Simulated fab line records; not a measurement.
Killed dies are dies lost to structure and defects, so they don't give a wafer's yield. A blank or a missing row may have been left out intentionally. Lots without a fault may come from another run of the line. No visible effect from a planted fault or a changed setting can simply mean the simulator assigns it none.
Split-lot experiment    flow n5-finfet    7 lots, 21 wafers read, on a route of 1938 steps

## ON THE SPLIT
At N5_BEOL_M13_COAT_04 (resist thk 400 nm), the setting spin-rpm was moved away from the recipe's 1625 rpm on 7 of the 21 wafers read, by +3.0% to +9.5%. The other wafers ran this setting at the recipe's value.

## FROM THE SPLIT TO THE READING: what the file shows between them, 4 steps
- N5_BEOL_M13_EBR_06
- N5_BEOL_M13_SOFTBAKE_05: time 60 s
- N5_BEOL_M13_DESCUM_15: chemistry O2, time 7.9 s
- N5_BEOL_M13_ETCH_59: etches BARC in N2/H2, target depth 89 nm, overetch 26.7 nm, time 67.9 s

## THE READING
coat_of_BEOL_M13_COAT_04.thk-nm (the simulator's own value, which no gauge read), in nm, at N5_BEOL_M13_VIA_ETCH_16 (etches SiOC in C4F8/O2/Ar, target depth 921.7 nm). No usual value for it is given in the file. Average 72.1 nm, standard deviation 3.2 nm, over the 14 wafers here run with the recipe.

wafer   tool, chamber at the split  spin-rpm as run, rpm  against the recipe  coat_of_BEOL_M13_COAT_04.thk-nm, nm  against lot-mates on the recipe
L077.2  litho-track-01, 0           1625                  recipe              72.2                                 -
L077.4  litho-track-01, 0           1625                  recipe              69.8                                 -
L077.5  litho-track-01, 0           1673                  +3.0%               63.2                                 -7.8
L082.1  litho-track-03, 0           1625                  recipe              75.2                                 -
L082.2  litho-track-03, 0           1625                  recipe              73.8                                 -
L082.5  litho-track-03, 0           1625                  recipe              70.4                                 -
L079.1  litho-track-01, 0           1760                  +8.3%               62                                   -10.1
L079.5  litho-track-01, 0           1625                  recipe              71.4                                 -
L079.6  litho-track-01, 0           1625                  recipe              72.8                                 -
L085.1  litho-track-03, 0           1625                  recipe              76.4                                 -
L085.5  litho-track-03, 0           1779                  +9.5%               54.8                                 -21.6
L085.6  litho-track-03, 0           1779                  +9.5%               50.2                                 -26.2
L089.1  litho-track-01, 0           1625                  recipe              78                                   -
L089.2  litho-track-01, 0           1683                  +3.6%               70.6                                 -7.4
L089.6  litho-track-01, 0           1683                  +3.6%               67.6                                 -10.4
L093.4  litho-track-04, 0           1625                  recipe              65.2                                 -
L093.5  litho-track-04, 0           1625                  recipe              72.8                                 -
L093.6  litho-track-04, 0           1625                  recipe              67.4                                 -
L095.1  litho-track-01, 0           1746                  +7.4%               58                                   -14.3
L095.2  litho-track-01, 0           1625                  recipe              73                                   -
L095.4  litho-track-01, 0           1625                  recipe              71.6                                 -

THE FIT
A straight line over all 21 wafers: coat_of_BEOL_M13_COAT_04.thk-nm changes by -1.82 nm for each +1% of spin-rpm; r = -0.88; the points scatter about the line by 3.5 nm.
The same after taking each lot's own level away (the mean of its wafers on the recipe; 21 wafers): -2.15 nm for each +1%; r = -0.94; scatter 2.9 nm.
According to that fit, moving spin-rpm by its largest amount changes the reading by 20 nm.
From 68.47 to 78.00 nm: that is the span of the lots' own levels, equal to 3.0 times the standard deviation above.
In other words, the slope is changed by the lot-to-lot level; the two fits disagree.
Check: -20 nm against its lot-mates is what the line predicts for one of the wafers moved furthest among these (+9.5%) when that wafer is left out of the fit. Against them it came out at -21.6 nm.

## THE WHOLE CHAIN: every reading that the file lists as answering this split, in the file's order
step                     what it does                                      reading                                                                           change (the file's fit)               r (the file's)
N5_BEOL_M13_COAT_04      resist thk 400 nm                                 coat_of_BEOL_M13_COAT_04.thk-nm (the simulator's own value, which no gauge read)  -1.89 nm for each +1% of the setting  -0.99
N5_BEOL_M13_VIA_ETCH_16  etches SiOC in C4F8/O2/Ar, target depth 921.7 nm  coat_of_BEOL_M13_COAT_04.thk-nm (the simulator's own value, which no gauge read)  -2 nm for each +1% of the setting     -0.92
N5_BEOL_M13_STRIP_63     strips in N2/H2                                   strip-time-to-endpoint-s                                                          withheld for each +1% of the setting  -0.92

## THE FILE'S OWN FIT
coat_of_BEOL_M13_COAT_04.thk-nm changes by -2 nm for each +1% of spin-rpm, r = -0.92.
